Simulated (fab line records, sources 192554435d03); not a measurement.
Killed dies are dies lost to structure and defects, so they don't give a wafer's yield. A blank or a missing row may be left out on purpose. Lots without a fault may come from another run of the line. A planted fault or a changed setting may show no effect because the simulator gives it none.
A struck lot beside a sound one | flow n5_finfet | 18 steps out of a route of 1938
Sound: wafers L875.2, L875.4, L875.5. Struck: wafer L879.4. (L879.5 of the same lot was not struck and is left out.) The cause comes at the end.
At each step with rows: each side's tool, then ch and its chambers, then its first start. Under that, the readings that differ: sound wafers | struck wafers | difference of the means | sigmas: that difference in standard deviations of wafers without a fault.
alike: readings whose means differ by less than 2 such deviations, and words and numbers that are the same on both sides. not compared: withheld readings, readings that some wafer has no value for, bounds like >300 that may hide the same value, and numbers for which the record gives no deviation and whose values overlap.
The two part at a step that has a row with sigmas, a row that says differs or no value, or rows on one side only. Numbers that don't overlap but have no deviation are shown without sigmas and don't part them. A reading that every wafer of one side lacks parts them only if that side has two wafers or more.

first, 1 step without rows for these wafers: N5_BEOL_M4_ANNEAL_82 (time 240 s).
N5_BEOL_M4_SPUTTER_86: material Cu, target thk 4.5 nm, time 8.29 s.
  sound on pvd_sputter-02, day 9 17:04; struck on pvd_sputter-02, day 10 17:30
  alike: chamber_pressure_pa, throttle_valve_pct
N5_BEOL_M4_ANNEAL_87: time 240 s.
  sound on pvd_sputter-02, day 9 17:09; struck on pvd_sputter-02, day 10 17:35
  alike: heater_power_w
then, 4 steps without rows for these wafers: N5_BEOL_M4_SPUTTER_88 (material Cu, target thk 4.5 nm, time 8.29 s); N5_BEOL_M4_ANNEAL_89 (time 240 s); N5_BEOL_M4_SPUTTER_90 (material Cu, target thk 4.5 nm, time 8.29 s); N5_BEOL_M4_ANNEAL_91 (time 240 s).
N5_BEOL_M4_SPUTTER_92: material Cu, target thk 4.5 nm, time 8.29 s.
  sound on pvd_sputter-02, day 9 17:44; struck on pvd_sputter-02, day 10 18:10
  reading                  | sound                   | struck  | difference | sigmas
  chamber_pressure_pa (Pa) | 0.06976 0.06999 0.06986 | 0.07017 | +0.00030   | +2
  alike: throttle_valve_pct
N5_BEOL_M4_ANNEAL_93: time 240 s.
  sound on pvd_sputter-02, day 9 17:49; struck on pvd_sputter-02, day 10 18:14
  alike: heater_power_w
then, 2 steps without rows for these wafers: N5_BEOL_M4_SPUTTER_94 (material Cu, target thk 4.5 nm, time 8.29 s); N5_BEOL_M4_ANNEAL_95 (time 240 s).
N5_BEOL_M4_SPUTTER_96: material Cu, target thk 4.5 nm, time 8.29 s.
  sound on pvd_sputter-02, day 9 18:10; struck on pvd_sputter-02, day 10 18:36
  alike: chamber_pressure_pa, throttle_valve_pct
N5_BEOL_M4_ECD_50: material Cu, target thk 300 nm.
  sound on ecd_cu-02 ch 0, day 9 18:17; struck on ecd_cu-01 ch 0, day 10 18:44
  reading                                | sound           | struck | difference | sigmas
  model.Cu_of_BEOL_M4_ECD_50.thk_nm (nm) | 299 299.4 295.4 | 199.6  | -98.3      |
then, 1 step without rows for these wafers: N5_BEOL_M4_ANNEAL_51 (time 90 s).
N5_BEOL_M4_CMP_52: polishes, stops on SiOC, t overpolish 6.8 s, target thk 40 nm.
  sound on cmp-04 ch 0,1, day 9 18:40; struck on cmp-03 ch 1, day 10 19:10
  reading                | sound    | struck | difference | sigmas
  time_to_endpoint_s (s) | 60 68 64 | 42     | -22        | -6
  alike: edge_zone_pressure_frac, motor_current_A
  not compared: pad_life_wafers
N5_BEOL_M4_THK_MEAS_53: measures by xrf.
  sound on film_metro-02, day 9 18:58; struck on film_metro-02, day 10 19:23
  reading     | sound          | struck | difference | sigmas
  M4_THK (nm) | 39.1 40.3 41.3 | 43.9   | +3.7       | +2
N5_BEOL_M4_RC_MEAS_101:
  sound on prober-02 ch 0, day 9 19:25; struck on prober-02 ch 0, day 10 20:10
  alike: DIBL_N, DIBL_P, IOFF_N, IOFF_P, ION_N, ION_P, SS_N, SS_P, VT_N, VT_P
-- the record jumps here: 4 days lie between the struck wafers' starts before and after (it left off in module BEOL_M4 and takes up again in module PASSIVATION, whose first step shown is number 1936 of the route) --
N5_PASSIVATION_PROBE_49:
  the record has rows for the struck wafers here (prober-02, day 15 01:09) and none for the sound ones

WHERE THEY PART
First at N5_BEOL_M4_SPUTTER_92; last, within this record, at N5_PASSIVATION_PROBE_49.

WHY: what the simulator had put in
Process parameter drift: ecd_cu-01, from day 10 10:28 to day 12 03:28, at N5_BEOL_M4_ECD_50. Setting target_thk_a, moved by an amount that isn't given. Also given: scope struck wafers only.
